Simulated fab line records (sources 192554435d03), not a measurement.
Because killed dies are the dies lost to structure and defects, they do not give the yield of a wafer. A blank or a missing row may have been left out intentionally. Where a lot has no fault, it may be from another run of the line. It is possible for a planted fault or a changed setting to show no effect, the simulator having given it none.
A single fault, viewed from 2 desks | flow n5 finfet | only its own numbers are on each desk; what lay behind them is given at the end

## METROLOGY DESK
What the gauges read for every lot (on any tool): the sampled wafers with a number, averaged. The brackets show how far a lot's mean lies from the usual mean; more than 4 standard deviations puts the lot out of limits, marked OUT. Only the readings that lie furthest out on some lot appear, 7 of the 10 it has.
Columns: A = DIBL_N at N5_BEOL_M4_RC_MEAS_101, usual 36.5 mV/V; B = DIBL_P at N5_BEOL_M4_RC_MEAS_101, usual 36.5 mV/V; C = IOFF_P at N5_BEOL_M4_RC_MEAS_101, usual 0.219 nA/um; D = ION_P at N5_BEOL_M4_RC_MEAS_101, usual 464 uA/um; E = SS_N at N5_BEOL_M4_RC_MEAS_101, usual 71.5 mV/dec; F = SS_P at N5_BEOL_M4_RC_MEAS_101, usual 73.4 mV/dec; G = VT_P at N5_BEOL_M4_RC_MEAS_101, usual -250 mV
lot  | first seen here | A    | B    | C     | D   | E    | F    | G
L442 | day 8 15:29     | 36.0 | 37.0 | 0.201 | 456 | 72.1 | 73.5 | -252
L446 | day 9 16:14     | 34.3 | 34.3 | 0.179 | 463 | 71.6 | 72.8 | -251
L447 | day 9 21:19     | 36.3 | 35.9 | 0.195 | 457 | 71.4 | 73.2 | -251
L449 | day 11 00:24    | 37.5 | 36.8 | 0.234 | 469 | 71.4 | 73.7 | -250
L457 | day 12 07:55    | 37.3 | 37.9 | 0.251 | 466 | 71.7 | 73.6 | -247
L455 | day 12 15:24    | 38.4 | 36.7 | 0.212 | 456 | 71.9 | 73.5 | -253
L460 | day 13 02:41    | 38.4 | 37.8 | 0.244 | 465 | 71.4 | 74.2 | -247
L461 | day 13 10:22    | 35.5 | 36.7 | 0.191 | 463 | 71.4 | 73.3 | -254
L462 | day 13 22:22    | 34.7 | 36.4 | 0.210 | 468 | 71.5 | 73.1 | -249
Finding of this desk: none of the 9 lots has anything out of limits.

## DESK OF THE TOOL OWNER: rie diel-02
The tool's own readings at N5_HKMG_FIN_ETCH_31 (etches SiARC in CF4, target depth 45.5 nm, time 75.8 s): means of the sampled wafers that have a number, for each lot that ran on this tool. The brackets show how far a lot's mean lies from the usual mean; more than 4 standard deviations puts the lot out of limits, marked OUT.
Columns: A = bias w at N5_HKMG_FIN_ETCH_31, usual 36.01 W; B = drypump motor current A at N5_HKMG_FIN_ETCH_31, usual 5.8 A; C = etch rf on time s at N5_HKMG_FIN_ETCH_31, usual 75.8 s; D = oes product au at N5_HKMG_FIN_ETCH_31, usual 0.65 a.u.; E = rf vpp V at N5_HKMG_FIN_ETCH_31, usual 183.7 V; F = showerhead plenum p Torr at N5_HKMG_FIN_ETCH_31, usual 2.12 Torr; G = throttle valve pct at N5_HKMG_FIN_ETCH_31, usual 15.68 %
lot  | first seen here | A               | B   | C    | D    | E                | F    | G
L442 | day 4 14:06     | 35.98           | 5.9 | 75.3 | 0.68 | 184.1            | 2.13 | 15.67
L446 | day 5 17:29     | 37.66 (+15) OUT | 5.9 | 75.2 | 0.66 | 188.7 (+6.2) OUT | 2.12 | 15.66
L447 | day 6 00:59     | 37.58 (+14) OUT | 6.0 | 75.8 | 0.64 | 188.1 (+5.4) OUT | 2.15 | 15.82
L449 | day 6 11:55     | 37.73 (+16) OUT | 5.9 | 74.1 | 0.65 | 189.2 (+6.7) OUT | 2.12 | 15.67
L460 | day 9 07:37     | 36.05           | 5.9 | 75.7 | 0.64 | 183.3            | 2.12 | 15.54
L461 | day 9 08:26     | 36.00           | 6.0 | 75.4 | 0.63 | 183.5            | 2.12 | 15.52
L462 | day 9 16:53     | 36.06           | 5.9 | 74.2 | 0.64 | 183.3            | 2.12 | 15.54
This desk's verdict: out of limits on L446, L447, L449, starting with L446 at day 5 17:29 (bias w at N5_HKMG_FIN_ETCH_31). In limits: L442, L460, L461, L462.

## ALL TOGETHER
An alarm could have come from the tool owner's desk at day 5 17:29, on L446, L447, L449.
Nothing out of limits was seen by the metrology desk.
The metrology desk has L446, L447, L449 on record, within its limits.
The lots listed all ran N5_HKMG_FIN_ETCH_31 on rie diel-02.

## WHAT THE SIMULATOR HAD INSERTED
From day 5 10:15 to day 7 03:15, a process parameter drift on rie diel-02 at N5_HKMG_FIN_ETCH_31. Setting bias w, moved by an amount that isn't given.
Struck lots among those shown: L446, L447, L449.
How many hours passed from the start of the fault until each desk's first out-of-limits reading: the tool owner's desk, 7.
